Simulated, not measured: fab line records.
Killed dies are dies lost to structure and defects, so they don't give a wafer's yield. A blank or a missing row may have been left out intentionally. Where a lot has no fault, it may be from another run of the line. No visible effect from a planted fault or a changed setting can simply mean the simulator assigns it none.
A struck lot beside a sound one :: flow n5 finfet :: 37 steps out of a route of 1938
Sound: wafers L735.1, L735.4, L735.6. Struck: wafer L743.4. (L743.6 of the same lot was not struck and is left out.) The cause comes at the end.
For every step that has rows: the tool of each side, followed by ch and its chambers, followed by its first start. Under that, the readings that differ: sound wafers :: struck wafers :: difference of the means :: sigmas: that difference in standard deviations of wafers without a fault.
alike: words and numbers the same on both sides, and readings whose means are apart by under 2 such deviations; not compared: readings that were withheld, readings missing a value for some wafer, numbers with overlapping values and no deviation given by the record, and bounds like >300 which may hide the same value.
The two part at a step that has a row with sigmas, a row that says differs or no value, or rows on one side only. Numbers that don't overlap but have no deviation are shown without sigmas and don't part them. A reading that every wafer of one side lacks parts them only if that side has two wafers or more.

first, 9 steps without rows for these wafers: N5_BEOL_M5_COAT_05 (resist thk 30 nm); N5_BEOL_M5_EBR_07; N5_BEOL_M5_SOFTBAKE_06 (time 60 s); N5_BEOL_M5_EXPOSE_08 (exposes mask M5, target cd 28 nm); N5_BEOL_M5_PEB_09 (peb time 60 s); N5_BEOL_M5_DEVELOP_10 (develop time 30 s); N5_BEOL_M5_DESCUM_16 (chemistry O2, time 7 s); N5_BEOL_M5_ETCH_72 (etches underlayer in N2/H2, target depth 6.5 nm, time 5.2 s); N5_BEOL_M5_ETCH_61 (etches SiARC in CF4, target depth 15.6 nm, time 26 s).
N5_BEOL_M5_ETCH_62: etches SOC in N2/H2, target depth 75 nm, overetch 15 nm, time 112.5 s.
  sound on rie diel-06 ch 1,2,3, day 9 03:14; struck on rie diel-06 ch 0, day 11 05:18
reading: model.SiARC_of_BEOL_M5_COAT_60.thk nm (nm)
sound: 7 6.6 6.8
struck: 5
difference: -2
sigmas: 

reading: model.BEOL_M5.cd nm (nm)
sound: 27.8 28.2 27.8
struck: 29.2
difference: +1.3
sigmas: 
  alike: drypump motor current A, n2 flow sccm, oes product au, rf vpp V, showerhead plenum p Torr, throttle valve pct
  not compared: rf hours counter h
then, 5 steps without rows for these wafers: N5_BEOL_M5_STRIP_63 (strips in N2/H2); N5_BEOL_M5_STRIP_73 (strips in N2/H2); N5_BEOL_M5_STRIP_64 (strips in CF4); N5_BEOL_M5_HM_OPEN_17 (chemistry Cl2/BCl3, target TiN, target depth 20 nm, overetch 6 nm); N5_BEOL_M5_STRIP_19 (strips in O2).
N5_BEOL_M5_CD_MEAS_18: pitch 56 nm, target cd 28 nm.
  sound on cd sem-01, day 9 03:36; struck on cd sem-02, day 11 05:44
reading: cd nm (nm)
sound: 27.9 28.2 27.7
struck: 29.5
difference: +1.6
sigmas: +4
then, 19 steps without rows for these wafers: N5_BEOL_M5_COAT_65 (time 60 s, resist thk 60 nm); N5_BEOL_M5_COAT_66 (time 60 s, resist thk 12 nm); N5_BEOL_M5_COAT_74 (time 60 s, resist thk 5 nm); N5_BEOL_M5_COAT_22 (resist thk 30 nm); N5_BEOL_M5_EBR_24; N5_BEOL_M5_SOFTBAKE_23 (time 60 s); N5_BEOL_M5_EXPOSE_25 (exposes mask V4, defocus 10 nm); N5_BEOL_M5_PEB_26 (peb time 60 s); N5_BEOL_M5_DEVELOP_27 (develop time 30 s); N5_BEOL_M5_DESCUM_33 (chemistry O2, time 7 s); N5_BEOL_M5_ETCH_75 (etches underlayer in N2/H2, target depth 6.5 nm, time 5.2 s); N5_BEOL_M5_ETCH_67 (etches SiARC in CF4, target depth 15.6 nm, time 26 s); N5_BEOL_M5_ETCH_68 (etches SOC in N2/H2, target depth 80 nm, overetch 16 nm, time 120 s); N5_BEOL_M5_STRIP_69 (strips in N2/H2); N5_BEOL_M5_STRIP_76 (strips in N2/H2); N5_BEOL_M5_VIA_ETCH_34 (etches SiCOH lowk in C4F6/O2, target depth 88.3 nm, time 39.2 s); N5_BEOL_M5_STRIP_85 (strips in C4F6/O2); N5_BEOL_M5_STRIP_36 (strips in N2/H2); N5_BEOL_M5_TRENCH_ETCH_37 (etches SiCOH lowk in C4F6/O2, target depth 71.652 nm, time 24.7 s).
N5_BEOL_M5_ETCH_41: etches SiCN in CH3F/O2, target depth 31.5 nm, time 56.7 s.
  sound: rie diel-02 ch 0,1,3; struck: rie diel-01 ch 3
reading: model.BEOL_M5.cd nm (nm)
sound: 27.8 28.2 27.8
struck: 29
difference: +1
sigmas: 
  alike: O2_flow_sccm, drypump motor current A, oes product au, rf vpp V, showerhead plenum p Torr, throttle valve pct
  not compared: rf hours counter h
-- record jumps: 5 days separate the struck wafers' starts on either side; left off in module BEOL_M5, taken up again in module PASSIVATION, whose first shown step is the route's number 1936 --
N5_PASSIVATION_PROBE_49:
  sound on prober-02, day 13 08:52; struck on prober-01, day 16 17:20
reading: killed at front end
sound: 61 73 66
struck: 32
difference: -35
sigmas: -3

reading: killed dies
sound: 129 138 129
struck: 99
difference: -33
sigmas: -2

reading: killed open
sound: 89 95 94
struck: 63
difference: -30
sigmas: -2
  alike: defect limited yield, killed_at_M0_to_M3, killed_at_M4_up, killed at contacts, killed at other, killed short, sort_bin_5_function, sort_bin_6_memory, sort n pass, sort yield pct

## WHERE THEY PART
At N5_BEOL_M5_CD_MEAS_18 first; at N5_PASSIVATION_PROBE_49 last (within this record only).

WHY: whatever the simulator had introduced
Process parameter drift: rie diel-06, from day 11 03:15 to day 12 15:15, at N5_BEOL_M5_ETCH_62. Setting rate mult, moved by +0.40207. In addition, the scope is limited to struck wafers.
